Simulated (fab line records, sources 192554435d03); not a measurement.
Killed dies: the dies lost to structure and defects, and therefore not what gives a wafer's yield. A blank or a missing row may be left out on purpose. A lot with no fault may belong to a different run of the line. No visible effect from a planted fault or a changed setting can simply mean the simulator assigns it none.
Chamber matching :: flow n5-finfet :: rie-diel-05 running N5_SDB_STRIP_21: 4 sister chambers
The step strips in CF4. 4 wafers are shown with their chamber, then 7 later ones without.

## EACH WAFER AND ITS CHAMBER
wafer: L084.4
chamber: 3
showerhead-plenum-p-Torr (Torr): 1.84

wafer: L085.2
chamber: 0
showerhead-plenum-p-Torr (Torr): 1.77

wafer: L085.5
chamber: 2
showerhead-plenum-p-Torr (Torr): 1.82

wafer: L091.5
chamber: 1
showerhead-plenum-p-Torr (Torr): 1.76

## WAFERS WITH NO CHAMBER GIVEN
wafer: L091.6
showerhead-plenum-p-Torr (Torr): 1.82

wafer: L095.1
showerhead-plenum-p-Torr (Torr): 1.82

wafer: L095.4
showerhead-plenum-p-Torr (Torr): 1.84

wafer: L095.5
showerhead-plenum-p-Torr (Torr): 1.76

wafer: L096.1
showerhead-plenum-p-Torr (Torr): 1.76

wafer: L096.2
showerhead-plenum-p-Torr (Torr): 1.83

wafer: L096.5
showerhead-plenum-p-Torr (Torr): 1.83

## WHICH CHAMBER EACH WENT THROUGH
wafer: L091.6
from the rows above: 2
in truth: 2

wafer: L095.1
from the rows above: 2
in truth: 2

wafer: L095.4
from the rows above: 3
in truth: 3

wafer: L095.5
from the rows above: can't be placed: 1 or 0
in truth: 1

wafer: L096.1
from the rows above: can't be placed: 1 or 0
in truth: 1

wafer: L096.2
from the rows above: can't be placed: 2 or 3
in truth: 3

wafer: L096.5
from the rows above: can't be placed: 2 or 3
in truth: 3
Placed correctly: 3 of 7. From these rows, 4 cannot be placed; in 4 the true chamber is one of the candidates. Wrongly placed: 0.
How it was worked out, from the rows above alone: a wafer's distance from a chamber is the root of the sum, over the readings, of the square of ((its reading less the chamber's mean) divided by the reading's scatter). The wafer belongs to the nearest chamber; if the next one is less than 2 further off, it can't be placed. Each chamber's mean is taken over the wafers shown for it. The scatter: with one shown wafer a chamber, the root of the mean of the squares of how far each hidden wafer lies from its nearest shown one.
